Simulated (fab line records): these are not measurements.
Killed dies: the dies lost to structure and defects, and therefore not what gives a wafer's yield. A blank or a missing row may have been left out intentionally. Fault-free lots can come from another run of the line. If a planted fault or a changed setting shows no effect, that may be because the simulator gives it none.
Matching of chambers / flow nand-harc / ald-metal-03 running NHARC_A_BLC_ALD_23: 4 sister chambers
The step deposits TiN, target thk 3 nm, pulse time 1 s, ald cycles 150. 8 wafers are shown with their chamber, then 10 later ones without.

## WAFERS WITH THEIR CHAMBER
wafer=L079.4; chamber=3; heater-power-w (W)=1039; precursor-pulse-height-rel=0.993
wafer=L080.6; chamber=3; heater-power-w (W)=1020; precursor-pulse-height-rel=0.988
wafer=L086.5; chamber=2; heater-power-w (W)=1069; precursor-pulse-height-rel=0.983
wafer=L085.1; chamber=1; heater-power-w (W)=1004; precursor-pulse-height-rel=0.993
wafer=L085.2; chamber=0; heater-power-w (W)=982; precursor-pulse-height-rel=1.003
wafer=L085.3; chamber=2; heater-power-w (W)=1094; precursor-pulse-height-rel=0.987
wafer=L094.1; chamber=0; heater-power-w (W)=997; precursor-pulse-height-rel=1.003
wafer=L094.3; chamber=1; heater-power-w (W)=1042; precursor-pulse-height-rel=1.010

## WAFERS MISSING THEIR CHAMBER
wafer=L094.6; heater-power-w (W)=969; precursor-pulse-height-rel=0.998
wafer=L094.2; heater-power-w (W)=1012; precursor-pulse-height-rel=1.038
wafer=L094.4; heater-power-w (W)=971; precursor-pulse-height-rel=1.012
wafer=L094.5; heater-power-w (W)=1047; precursor-pulse-height-rel=1.008
wafer=L095.2; heater-power-w (W)=964; precursor-pulse-height-rel=0.977
wafer=L095.4; heater-power-w (W)=1051; precursor-pulse-height-rel=1.001
wafer=L095.6; heater-power-w (W)=975; precursor-pulse-height-rel=1.012
wafer=L095.1; heater-power-w (W)=1056; precursor-pulse-height-rel=0.984
wafer=L095.3; heater-power-w (W)=988; precursor-pulse-height-rel=0.964
wafer=L095.5; heater-power-w (W)=1026; precursor-pulse-height-rel=1.006

## WHICH CHAMBER EACH WENT THROUGH
wafer=L094.6; from the rows above=can't be placed: 0 or 1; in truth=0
wafer=L094.2; from the rows above=can't be placed: 0 or 1 or 3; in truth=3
wafer=L094.4; from the rows above=can't be placed: 0 or 1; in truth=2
wafer=L094.5; from the rows above=can't be placed: 1 or 3 or 0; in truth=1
wafer=L095.2; from the rows above=can't be placed: 3 or 0 or 1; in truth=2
wafer=L095.4; from the rows above=can't be placed: 1 or 3 or 2 or 0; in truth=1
wafer=L095.6; from the rows above=can't be placed: 0 or 1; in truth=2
wafer=L095.1; from the rows above=can't be placed: 2 or 3 or 1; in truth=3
wafer=L095.3; from the rows above=can't be placed: 3 or 0 or 2 or 1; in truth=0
wafer=L095.5; from the rows above=can't be placed: 1 or 0 or 3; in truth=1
Correctly placed: 0 of 10. Can't be placed from these rows: 10 (the true chamber is among the candidates in 7). Placed wrongly: 0.
How it was worked out, from the rows above alone: a wafer's distance from a chamber is the root of the sum, over the readings, of the square of ((its reading less the chamber's mean) divided by the reading's scatter). If the next closest chamber is less than 2 further off than the closest, the wafer can't be placed; otherwise it belongs to the closest. The mean given for a chamber averages the wafers shown for that chamber. The scatter is the square root of a quotient: the sum, over the shown wafers, of each reading's squared deviation from its chamber's mean, divided by wafers minus chambers.
